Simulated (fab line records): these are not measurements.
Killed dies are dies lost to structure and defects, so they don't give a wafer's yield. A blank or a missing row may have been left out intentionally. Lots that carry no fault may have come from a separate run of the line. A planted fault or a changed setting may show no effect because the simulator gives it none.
A struck lot beside a sound one / flow n5-finfet / 36 out of 1938 route steps
Sound: the wafers L171.1, L171.2, L171.4. Struck: wafer L170.5 (left out: L170.1, L170.3 of the same lot, which were not struck); the cause appears at the end.
For every step that has rows: the tool of each side, followed by ch and its chambers, followed by its first start. Under that, the readings that differ: sound wafers / struck wafers / difference of the means / sigmas: that difference in standard deviations of wafers without a fault.
alike: readings whose means differ by less than 2 such deviations, and words and numbers that are the same on both sides. not compared: withheld readings, readings that some wafer has no value for, bounds like >300 that may hide the same value, and numbers for which the record gives no deviation and whose values overlap.
The two part at a step that has a row with sigmas, a row that says differs or no value, or rows on one side only. Numbers that have no deviation but don't overlap get no sigmas and don't part them. A reading missing from all wafers of one side parts the sides only when that side holds two or more wafers.

first, 8 steps without rows for these wafers: N5_BEOL_M10_SPUTTER_48 (material Cu, target thk 12 nm, time 2 s); N5_BEOL_M10_ECD_50 (material Cu, target thk 318 nm); N5_BEOL_M10_ANNEAL_51 (time 90 s); N5_BEOL_M10_CMP_52 (polishes, stops on SiCOH lowk, t overpolish 7 s, target thk 140 nm); N5_BEOL_M10_PRE_CLEAN_55 (time 15 s); N5_BEOL_M10_DEP_56 (deposits SiCN from 3MS/NH3, target thk 15 nm, time 26.5 s); N5_BEOL_M11_ILD_DEP_00 (deposits SiCOH lowk from DEMS/porogen, target thk 308.51 nm, time 58 s); N5_BEOL_M11_CURE_71 (cures SiCOH lowk, time 240 s).
N5_BEOL_M11_PECVD_70: deposits SiO2 from TEOS/O2, target thk 20 nm, time 22.7 s.
  sound on pecvd-03 ch 1,2, day 16 05:37; struck on pecvd-01 ch 0, day 16 06:32
reading=model.SiO2_of_BEOL_M11_PECVD_70.thk-nm (nm); sound=20.2 20.6 20.4; struck=30.4; difference=+10.0; sigmas=
  alike: heater-power-w, rf-fwd-power-W, showerhead-plenum-p-Torr, throttle-valve-pct
then, 24 steps without rows for these wafers: N5_BEOL_M11_HM_DEP_02 (deposits TiN, target thk 20 nm); N5_BEOL_M11_COAT_59 (time 60 s, resist thk 100 nm); N5_BEOL_M11_COAT_60 (time 60 s, resist thk 30 nm); N5_BEOL_M11_COAT_05 (resist thk 90 nm); N5_BEOL_M11_EBR_07; N5_BEOL_M11_SOFTBAKE_06 (time 60 s); N5_BEOL_M11_EXPOSE_08 (exposes mask M11); N5_BEOL_M11_PEB_09 (peb time 60 s); N5_BEOL_M11_DEVELOP_10 (develop time 30 s); N5_BEOL_M11_DESCUM_16 (chemistry O2, time 7.9 s); N5_BEOL_M11_ETCH_61 (etches SiARC in CF4, target depth 39 nm, time 65 s); N5_BEOL_M11_ETCH_62 (etches SOC in N2/H2, target depth 110 nm, overetch 22 nm, time 165 s); N5_BEOL_M11_STRIP_68 (strips in N2/H2); N5_BEOL_M11_STRIP_67 (strips in CF4); N5_BEOL_M11_HM_OPEN_17 (chemistry Cl2/BCl3, target TiN, target depth 20 nm, overetch 6 nm); N5_BEOL_M11_STRIP_19 (strips in O2); N5_BEOL_M11_COAT_63 (time 60 s, resist thk 100 nm); N5_BEOL_M11_COAT_64 (time 60 s, resist thk 30 nm); N5_BEOL_M11_COAT_22 (resist thk 90 nm); N5_BEOL_M11_EBR_24; N5_BEOL_M11_SOFTBAKE_23 (time 60 s); N5_BEOL_M11_EXPOSE_25 (exposes mask V10); N5_BEOL_M11_PEB_26 (peb time 60 s); N5_BEOL_M11_DEVELOP_27 (develop time 30 s).
N5_BEOL_M11_HM_STRIP_39: strips TiN in peroxide tin strip, target depth 25 nm, time 158 s.
  sound on wet-bench-01 ch 4,5,6, day 16 10:28; struck on wet-bench-01 ch 5, day 16 10:43
reading=model.SiO2_of_BEOL_M11_PECVD_70.thk-nm (nm); sound=20 20.4 20.2; struck=30.2; difference=+10.0; sigmas=
N5_BEOL_M11_CMP_52: polishes, stops on SiCOH lowk, t overpolish 7 s, target thk 140 nm.
  sound on cmp-04 ch 1,2,3, day 16 12:15; struck on cmp-01 ch 3, day 16 12:52
reading=barrier-field-endpoint-s (s); sound=28.4 29.6 27.8; struck=41.5; difference=+12.9; sigmas=+13
reading=overpolish-run-s (s); sound=7.002 7.006 6.994; struck=5.396; difference=-1.605; sigmas=-99 or more
  alike: motor-current-A, slurry-filter-dp-kPa
after that, 1 step had no rows for these wafers: N5_PASSIVATION_PROBE_49.

WHERE THEY PART
At N5_BEOL_M11_CMP_52 and nowhere else, as far as this record goes.

WHY: the cause the simulator had injected
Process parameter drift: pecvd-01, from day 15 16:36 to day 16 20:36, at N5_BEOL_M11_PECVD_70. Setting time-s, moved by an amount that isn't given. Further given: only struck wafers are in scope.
